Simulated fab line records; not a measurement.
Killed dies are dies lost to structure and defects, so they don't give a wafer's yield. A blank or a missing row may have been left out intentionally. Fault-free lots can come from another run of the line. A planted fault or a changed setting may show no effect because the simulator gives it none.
Which tool did it? || flow n5_finfet || 11 lots (33 wafers sampled), 1 step of a 1938-step route

WHAT EACH GAUGE READ, for each wafer
N5_FIN_CUT_OVL_MEAS_09.
{"lot": "L398", "measured": "day 2 15:38", "on": "overlay-02", "FIN_CUT_OVL (nm)": "-0.2 -0.5 -0.9"}
{"lot": "L399", "measured": "day 2 21:12", "on": "overlay-01", "FIN_CUT_OVL (nm)": "-0.6 0.1 0.2"}
{"lot": "L401", "measured": "day 3 08:13", "on": "overlay-01", "FIN_CUT_OVL (nm)": "-0.2 -0.3 0.6"}
{"lot": "L402", "measured": "day 3 15:11", "on": "overlay-02", "FIN_CUT_OVL (nm)": "-1.2 -0.1 -1.4"}
{"lot": "L403", "measured": "day 3 20:47", "on": "overlay-01", "FIN_CUT_OVL (nm)": "1.0 0.5 -0.7"}
{"lot": "L404", "measured": "day 4 04:14", "on": "overlay-01", "FIN_CUT_OVL (nm)": "-0.9 -1.0 -1.4"}
{"lot": "L405", "measured": "day 4 09:07", "on": "overlay-01", "FIN_CUT_OVL (nm)": "0.4 -0.1 -0.7"}
{"lot": "L406", "measured": "day 4 17:42", "on": "overlay-02", "FIN_CUT_OVL (nm)": "-0.4 -0.8 -1.3"}
{"lot": "L408", "measured": "day 5 05:54", "on": "overlay-01", "FIN_CUT_OVL (nm)": "1.3 1.3 -0.4"}
{"lot": "L415", "measured": "day 7 02:43", "on": "overlay-01", "FIN_CUT_OVL (nm)": "0.6 1.3 -0.1"}
{"lot": "L417", "measured": "day 7 09:17", "on": "overlay-02", "FIN_CUT_OVL (nm)": "0.0 0.2 -0.6"}

EACH LOT AND THE TOOL THAT RAN IT (in order: tool; ch and the chambers of the sampled wafers; start)
There is no process step in the record ahead of these readings.

THE ANSWER, worked out from the rows above alone
Rule: the lots themselves supply what counts as usual. The widest of any qualifying gaps counts: lots, ordered by their means at a reading, are off when they make up no more than a third of the lots, leave a main group of 4 or more, and stand apart from it by 3 or more times the standard deviation of that group's means. If all means in a main group match to the digits the tables above print for the reading, that group is not used. A lot without any number at a reading at which 4 lots or more have one is off too. Any other lot the step has rows for is counted as sound.
Nothing can be told from this: no lot is off at any reading shown.

WHAT HAD BEEN PUT IN BY THE SIMULATOR
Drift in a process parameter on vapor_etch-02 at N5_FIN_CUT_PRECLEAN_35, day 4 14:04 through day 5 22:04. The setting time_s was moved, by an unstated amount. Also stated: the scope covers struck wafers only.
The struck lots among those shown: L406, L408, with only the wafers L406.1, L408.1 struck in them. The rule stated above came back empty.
